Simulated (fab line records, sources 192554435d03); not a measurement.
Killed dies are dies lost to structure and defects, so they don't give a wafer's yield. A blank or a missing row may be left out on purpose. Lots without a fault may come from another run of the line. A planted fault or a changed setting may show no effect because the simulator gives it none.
Split-lot experiment | flow n5_finfet | 7 lots, 39 wafers read, on a route of 1938 steps

THE SPLIT
At N5_GATE_CUT_DESCUM_18 (chemistry O2, time 7 s), the setting time_s was moved away from the recipe's 7 s on 15 of the 39 wafers read, by -56.4% to +30.6%. The other wafers ran this setting at the recipe's value.

FROM THE SPLIT TO THE READING: what the file shows between them, 1 step
- N5_GATE_CUT_ETCH_28: etches underlayer in N2/H2, target depth 13 nm, time 10.4 s

THE READING
CAR-EUV_of_GATE_CUT_COAT_07.thk_nm (the simulator's own value, which no gauge read), in nm, at N5_GATE_CUT_ETCH_36 (etches SiARC in CF4, target depth 13 nm, time 21.7 s). The file gives no usual value for it. The 24 wafers here that ran the recipe average 6.9 nm, standard deviation 0.12 nm.

wafer  | tool, chamber at the split | time_s as run, s | against the recipe | CAR-EUV_of_GATE_CUT_COAT_07.thk_nm, nm | against lot-mates on the recipe
L075.1 | rie_diel-04, 0,1,3         | 7                | recipe             | 7                                      | -
L075.5 | rie_diel-04, 0,1,3         | 7                | recipe             | 7                                      | -
L075.2 | rie_diel-04, 0,1,3         | 7                | recipe             | 6.8                                    | -
L075.3 | rie_diel-04, 3,1,0         | 9.139            | +30.6%             | 5.8                                    | -1.1
L075.4 | rie_diel-04, 3,1,0         | 9.139            | +30.6%             | 5.8                                    | -1.1
L075.6 | rie_diel-04, 3,1,0         | 9.139            | +30.6%             | 6                                      | -0.9
L079.1 | rie_diel-06, 3,2,3         | 5.712            | -18.4%             | 7.6                                    | +0.6
L079.4 | rie_diel-06, 3,2,3         | 5.712            | -18.4%             | 7.6                                    | +0.6
L079.5 | rie_diel-06, 3,2,3         | 5.712            | -18.4%             | 7.6                                    | +0.6
L079.2 | rie_diel-06, 0             | 7                | recipe             | 7                                      | -
L079.3 | rie_diel-06, 1,0           | 7                | recipe             | 7                                      | -
L079.6 | rie_diel-06, 1,0           | 7                | recipe             | 7                                      | -
L082.1 | rie_diel-04, 1,2,1         | 7                | recipe             | 6.8                                    | -
L082.5 | rie_diel-04, 1,2,1         | 7                | recipe             | 6.8                                    | -
L082.2 | rie_diel-04, 0,2           | 5.652            | -19.3%             | 7.6                                    | +0.7
L082.4 | rie_diel-04, 0,2           | 5.652            | -19.3%             | 7.6                                    | +0.7
L082.3 | rie_diel-04, 1,2,1         | 7                | recipe             | 7                                      | -
L082.6 | rie_diel-04, 0             | 5.652            | -19.3%             | 7.4                                    | +0.5
L084.4 | rie_diel-04, 3,1,0         | 7                | recipe             | 6.8                                    | -
L084.6 | rie_diel-04, 3,1,0         | 7                | recipe             | 6.8                                    | -
L084.5 | rie_diel-04, 3,1,0         | 7                | recipe             | 6.6                                    | -
L085.1 | rie_diel-06, 2,1           | 7                | recipe             | 7                                      | -
L085.2 | rie_diel-06, 1             | 7                | recipe             | 7                                      | -
L085.6 | rie_diel-06, 2,1           | 7                | recipe             | 7                                      | -
L085.3 | rie_diel-06, 0             | 3.05             | -56.4%             | 9                                      | +2.0
L085.5 | rie_diel-06, 0             | 3.05             | -56.4%             | 9                                      | +2.0
L085.4 | rie_diel-06, 3             | 3.05             | -56.4%             | 8.8                                    | +1.8
L087.1 | rie_diel-04, 0,1,0         | 8.676            | +23.9%             | 6.2                                    | -0.7
L087.2 | rie_diel-04, 0,1,0         | 8.676            | +23.9%             | 6.2                                    | -0.7
L087.5 | rie_diel-04, 0,1,0         | 8.676            | +23.9%             | 6.2                                    | -0.7
L087.3 | rie_diel-04, 2,3,3         | 7                | recipe             | 7                                      | -
L087.4 | rie_diel-04, 2,3,3         | 7                | recipe             | 6.8                                    | -
L087.6 | rie_diel-04, 2,3,3         | 7                | recipe             | 6.8                                    | -
L096.1 | rie_diel-04, 3,2,1,0,1,0   | 7                | recipe             | 6.8                                    | -
L096.3 | rie_diel-04, 3,2,1,0,1,0   | 7                | recipe             | 6.8                                    | -
L096.5 | rie_diel-04, 3,2,1,0,1,0   | 7                | recipe             | 6.8                                    | -
L096.6 | rie_diel-04, 3,2,1,0,1,0   | 7                | recipe             | 6.8                                    | -
L096.2 | rie_diel-04, 3,2,1,0,1,0   | 7                | recipe             | 7                                      | -
L096.4 | rie_diel-04, 3,2,1,0,1,0   | 7                | recipe             | 7                                      | -
Where a row lists several chambers, the file gives one row for several wafers and doesn't say which wafer went through which chamber.

THE FIT
A straight line over all 39 wafers: CAR-EUV_of_GATE_CUT_COAT_07.thk_nm changes by -0.0347 nm for each +1% of time_s; r = -0.99; the points scatter about the line by 0.11 nm.
The same after taking each lot's own level away (the mean of its wafers on the recipe; 39 wafers): -0.0335 nm for each +1%; r = -0.99; scatter 0.091 nm.
On that fit, the largest move of time_s shifts the reading by 1.9 nm.
The lots' own levels span 6.73 to 7.00 nm, that is 2.3 times the standard deviation above.
So the lot-to-lot level changes the slope little: the two slopes agree.
Check: with one of the wafers moved furthest among these (-56.4%) left out of the fit, the line predicts +1.88 nm for it against its lot-mates. It came out at +2 nm against them.

OTHER SPLITS ON THESE WAFERS
These wafers also went through other splits before the reading. Each is held against what the fit with the lots' levels taken away leaves over:
other split on the same wafers          | wafers away from the commonest value | r with CAR-EUV_of_GATE_CUT_COAT_07.thk_nm (lot level and that fit taken away)
N5_FIN_SAQP_SPACER2_ALD_28 target_thk_a | 9                                    | -0.27
N5_SD_EPI_N_ETCH_45 target_depth_a      | 15                                   | +0.21

THE WHOLE CHAIN: every reading that the file lists as answering this split, in the file's order
step                  | what it does                                                | reading                                                                             | change (the file's fit)                | r (the file's)
N5_GATE_CUT_DESCUM_18 | chemistry O2, time 7 s                                      | CAR-EUV_of_GATE_CUT_COAT_07.thk_nm (the simulator's own value, which no gauge read) | -0.0359 nm for each +1% of the setting | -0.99
N5_GATE_CUT_ETCH_28   | etches underlayer in N2/H2, target depth 13 nm, time 10.4 s | CAR-EUV_of_GATE_CUT_COAT_07.thk_nm (the simulator's own value, which no gauge read) | -0.0346 nm for each +1% of the setting | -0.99
N5_GATE_CUT_ETCH_36   | etches SiARC in CF4, target depth 13 nm, time 21.7 s        | CAR-EUV_of_GATE_CUT_COAT_07.thk_nm (the simulator's own value, which no gauge read) | -0.0336 nm for each +1% of the setting | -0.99

THE FILE'S OWN FIT
CAR-EUV_of_GATE_CUT_COAT_07.thk_nm changes by -0.0336 nm for each +1% of time_s, r = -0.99.
